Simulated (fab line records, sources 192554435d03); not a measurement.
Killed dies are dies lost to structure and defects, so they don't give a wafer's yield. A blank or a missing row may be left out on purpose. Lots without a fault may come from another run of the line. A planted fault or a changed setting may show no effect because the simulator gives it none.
Split-lot experiment | flow n5_finfet | 7 lots, 21 wafers read, on a route of 1938 steps

THE SPLIT
At N5_PASSIVATION_PECVD_53 (deposits SiO2 from TEOS/O2, target thk 800 nm, time 169.4 s), the setting temp_c was moved away from the recipe's 400 C on 7 of the 21 wafers read, by -1.5% to +4.0%. The other wafers ran this setting at the recipe's value.

The reading is taken at the split's own step.

THE READING
SiO2_of_PASSIVATION_PECVD_53.thk_nm (the simulator's own value, which no gauge read), in nm, at N5_PASSIVATION_PECVD_53 (deposits SiO2 from TEOS/O2, target thk 800 nm, time 169.4 s). The file gives no usual value for it. The 14 wafers here that ran the recipe average 804.4 nm, standard deviation 9.4 nm.

wafer  | tool, chamber at the split | temp_c as run, C | against the recipe | SiO2_of_PASSIVATION_PECVD_53.thk_nm, nm | against lot-mates on the recipe
L078.1 | pecvd-02, 0                | 400              | recipe             | 796.2                                   | -
L078.2 | pecvd-02, 2                | 400              | recipe             | 797.8                                   | -
L078.6 | pecvd-02, 0                | 394              | -1.5%              | 842.2                                   | +45.2
L079.4 | pecvd-01, 2                | 400              | recipe             | 805                                     | -
L079.5 | pecvd-01, 0                | 400              | recipe             | 808.6                                   | -
L079.6 | pecvd-01, 1                | 400              | recipe             | 819.2                                   | -
L082.2 | pecvd-01, 0                | 400              | recipe             | 801.2                                   | -
L082.4 | pecvd-01, 1                | 400              | recipe             | 829.8                                   | -
L082.6 | pecvd-01, 2                | 400              | recipe             | 806.2                                   | -
L088.2 | pecvd-03, 1                | 400              | recipe             | 797                                     | -
L088.5 | pecvd-03, 0                | 400              | recipe             | 805.8                                   | -
L088.6 | pecvd-03, 2                | 414.3            | +3.6%              | 720                                     | -81.4
L090.2 | pecvd-02, 0                | 408.5            | +2.1%              | 745.4                                   | no lot-mate on the recipe
L090.3 | pecvd-02, 1                | 408.5            | +2.1%              | 738                                     | no lot-mate on the recipe
L090.6 | pecvd-02, 1                | 408.5            | +2.1%              | 757.6                                   | no lot-mate on the recipe
L092.1 | pecvd-03, 2                | 400              | recipe             | 795.2                                   | -
L092.5 | pecvd-03, 1                | 416.1            | +4.0%              | 718.4                                   | -81.1
L092.6 | pecvd-03, 2                | 400              | recipe             | 803.8                                   | -
L094.3 | pecvd-01, 1                | 400              | recipe             | 796.4                                   | -
L094.5 | pecvd-01, 0                | 400              | recipe             | 800                                     | -
L094.6 | pecvd-01, 2                | 406.5            | +1.6%              | 759.2                                   | -39.0

THE FIT
A straight line over all 21 wafers: SiO2_of_PASSIVATION_PECVD_53.thk_nm changes by -24 nm for each +1% of temp_c; r = -0.96; the points scatter about the line by 9.5 nm.
The same after taking each lot's own level away (the mean of its wafers on the recipe; 18 wafers): -22.3 nm for each +1%; r = -0.97; scatter 7.4 nm.
On that fit, the largest move of temp_c shifts the reading by 90 nm.
The lots' own levels span 797.00 to 812.40 nm, that is 1.6 times the standard deviation above.
So the lot-to-lot level changes the slope little: the two slopes agree.
Check: with one of the wafers moved furthest among these (+4.0%) left out of the fit, the line predicts -96 nm for it against its lot-mates. It came out at -81.1 nm against them.

OTHER SPLITS ON THESE WAFERS
These wafers also went through other splits before the reading. Each is held against what the fit with the lots' levels taken away leaves over:
other split on the same wafers    | wafers away from the commonest value | r with SiO2_of_PASSIVATION_PECVD_53.thk_nm (lot level and that fit taken away)
N5_BEOL_M15_COAT_04 spin_rpm      | 6                                    | -0.13
N5_BEOL_M15_TRENCH_ETCH_34 bias_w | 8                                    | +0.03
N5_BEOL_M15_SPUTTER_45 time_s     | 4                                    | -0.19
N5_MIM_BOT_ETCH_ETCH_00 icp_w     | 7                                    | +0.13
N5_PASSIVATION_EXPOSE_07 dose_mj  | 7                                    | +0.01

THE FILE'S OWN FIT
SiO2_of_PASSIVATION_PECVD_53.thk_nm changes by -22.1 nm for each +1% of temp_c, r = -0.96.
